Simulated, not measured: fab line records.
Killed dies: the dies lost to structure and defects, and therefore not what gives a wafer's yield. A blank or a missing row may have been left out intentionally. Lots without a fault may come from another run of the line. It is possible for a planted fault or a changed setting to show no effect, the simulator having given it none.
Code-filled problem report in 8D (eight disciplines) form :: flow nand-harc :: the parts of the form that need people (team, actions taken, sign-off) are left out

1. THE PROBLEM
Wafers without a fault read 999 nm, standard deviation 8.9; thk-nm at NHARC_A_ONON_D2_THK_MEAS_27 reads a mean of 1487 nm on 5 wafers belonging to 2 lots. That puts it +55 standard deviations away from the usual mean.
The step: measures by ellipsometry.
Seen first at day 19 13:53 on film-metro-01, wafer L708.3. The record holds 39 wafers of 13 lots with a number at this step. The rule behind "out" and "out of limits": a value lying over 4 standard deviations away from the usual mean. Any other wafer with a number is counted as sound.

2. WHAT IT IS AND WHAT IT IS NOT
question: which readings at this step
is: thk-nm
is not: -

question: which lots
is: L708, L710
is not: L693, L694, L695, L696, L698, L699, L700, L701, L705, L711, L712

question: which wafers of those lots
is: L708.3, L708.4, L710.3, L710.4, L710.5
is not: L708.2

question: read on which gauges
is: film-metro-01
is not: film-metro-02

question: when
is: from day 19 13:53
is not: up to then (28 sound wafers); but 6 sound wafers of L711, L712 came after

3. WHAT RULES OUT EACH SUSPECT
Counting: any tool at a process step up to the reading remains a suspect provided it ran every lot that is out. Sound lots after the first of them don't rule it out here, since some wafers of a struck lot are sound.
- the gauge at NHARC_A_ONON_D2_THK_MEAS_27 is ruled out. All the wafers that are out were read on film-metro-01, but those of them that NHARC_END_SORT_01 has rows for are out there too, on other tools.
- pecvd-onon-01 at NHARC_A_ONON_D2_DEP_25 (target thk 1000 nm): kept. Every lot that is out went through it, the first being L708 (day 19 13:25); the last sound lot it ran before that was L696 (day 14 02:10).
Left after counting: pecvd-onon-01 at NHARC_A_ONON_D2_DEP_25.

4. THE CAUSE (what the simulator had put in)
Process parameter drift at NHARC_A_ONON_D2_DEP_25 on pecvd-onon-01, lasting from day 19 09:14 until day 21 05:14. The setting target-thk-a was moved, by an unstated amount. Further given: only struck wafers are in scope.
The count eliminated every tool but this one.

5. SEQUENCE OF EFFECTS, ordered by route
Rows list readings where the struck wafers' mean (over those with a number) sits beyond 3 standard deviations from the usual. Readings are gone through only where the record gives a usual standard deviation; hours: the median, over the lots, of the time from a lot's start at the first step in this table giving one to that lot's start at this step; sigmas: the change measured in usual standard deviations.
hours: 0
step: NHARC_A_ONON_D2_THK_MEAS_27
reading: thk-nm
usual: 999 nm
on struck wafers: 1487
change: +488
sigmas: +55

hours: 284
step: NHARC_END_SORT_01
reading: killed-at-array
usual: 58
on struck wafers: 673
change: +615
sigmas: +31

hours: 284
step: NHARC_END_SORT_01
reading: killed-dies
usual: 63
on struck wafers: 677
change: +614
sigmas: +32

6. WHAT WOULD HAVE CAUGHT IT SOONER
Counted from the fault's start at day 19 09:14, it took 5 hours until the first out-of-limits reading at a measuring or inspecting step in this record, taken at day 19 13:53.
Of the tool readings at NHARC_A_ONON_D2_DEP_25 for which the record gives a usual standard deviation, none was out on any struck wafer, so an alarm limit of 4 standard deviations on them would not have fired.
L710, from the lots that are out (2), started NHARC_A_ONON_D2_DEP_25 on pecvd-onon-01 later than day 19 13:53. A tool hold placed at that time would have kept it from harm.
